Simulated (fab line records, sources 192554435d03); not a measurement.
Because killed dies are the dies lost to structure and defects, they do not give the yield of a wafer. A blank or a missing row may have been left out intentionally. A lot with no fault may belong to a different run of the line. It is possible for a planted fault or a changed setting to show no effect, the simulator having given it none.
Problem report in the 8D (eight disciplines) form, filled by code	flow n5_finfet	the parts of the form that need people (team, actions taken, sign-off) are left out

== 1. WHAT IS WRONG ==
spin_speed_rpm at N5_BEOL_M6_COAT_71 reads a mean of 1416.7 rpm on 6 wafers of 2 lots; wafers without a fault read 1500.0 rpm with a standard deviation of 0.91. That puts it -92 standard deviations away from the usual mean.
The step: time 60 s, resist thk 5 nm.
First seen on wafer L970.2, day 14 04:59, on litho_track-03. Wafers with a number at this step in the record: 39, from 14 lots. Rule for "out", or "out of limits": more than 4 standard deviations from the usual mean. The other wafers with a number count as sound.

== 2. WHAT IT IS, WHAT IT ISN'T ==
question	is	is not
which readings at this step	spin_speed_rpm	-
which lots	L970, L972	L953, L955, L957, L958, L959, L961, L962, L963, L964, L965, L966, L975
which wafers of those lots	all that have a number	-
read on which tools	litho_track-03	litho_track-02, litho_track-04
when	from day 14 04:59	up to then (31 sound wafers); but 2 sound wafers of L975 came after

== 3. WHAT RULES OUT EACH SUSPECT ==
Counting: a tool stays on the suspect list if, at a process step up to the reading, it processed all lots that are out and no sound lot following the first of them.
- litho_track-03 at N5_BEOL_M6_COAT_71 (time 60 s, resist thk 5 nm): kept. Every lot that is out went through it, starting with L970 (day 14 04:59), and after that it ran no sound lot; the last sound lot it ran before then is L966 (day 12 21:29). Its own spin_speed_rpm readings are out on those wafers.
After counting, what remains is litho_track-03 at N5_BEOL_M6_COAT_71.

== 4. THE CAUSE (what the simulator had put in) ==
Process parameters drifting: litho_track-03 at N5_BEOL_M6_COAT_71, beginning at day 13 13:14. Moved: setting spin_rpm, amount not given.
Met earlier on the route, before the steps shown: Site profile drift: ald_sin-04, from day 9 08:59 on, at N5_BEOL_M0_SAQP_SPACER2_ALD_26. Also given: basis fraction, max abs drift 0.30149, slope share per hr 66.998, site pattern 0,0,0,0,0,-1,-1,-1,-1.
Counting left only this tool.

== 5. THE CHAIN OF EFFECTS, in route order ==
One row per reading whose mean, taken over the struck wafers that have a number, lies over 3 standard deviations from the usual. Only readings whose record carries a usual standard deviation are examined. hours: median over the lots of the time between each lot's start at the first step of this table that gives one and its start at this step. sigmas: the change, counted in usual standard deviations.
hours	step	reading	usual	on struck wafers	change	sigmas
0	N5_BEOL_M6_COAT_71	spin_speed_rpm	1500.0 rpm	1416.7	-83.3	-92
Its process steps:
- N5_BEOL_M6_COAT_71: time 60 s, resist thk 5 nm.
Later steps that measure or inspect, where all struck wafers having a row at the step show a number for every such reading and not one has moved that far: N5_BEOL_M6_CD_MEAS_28, N5_BEOL_M6_INSPECT_30.

== 6. HOW IT WOULD HAVE BEEN CAUGHT EARLIER ==
First out-of-limits reading in this record: day 14 04:59, which is 16 hours after fault onset at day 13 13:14.
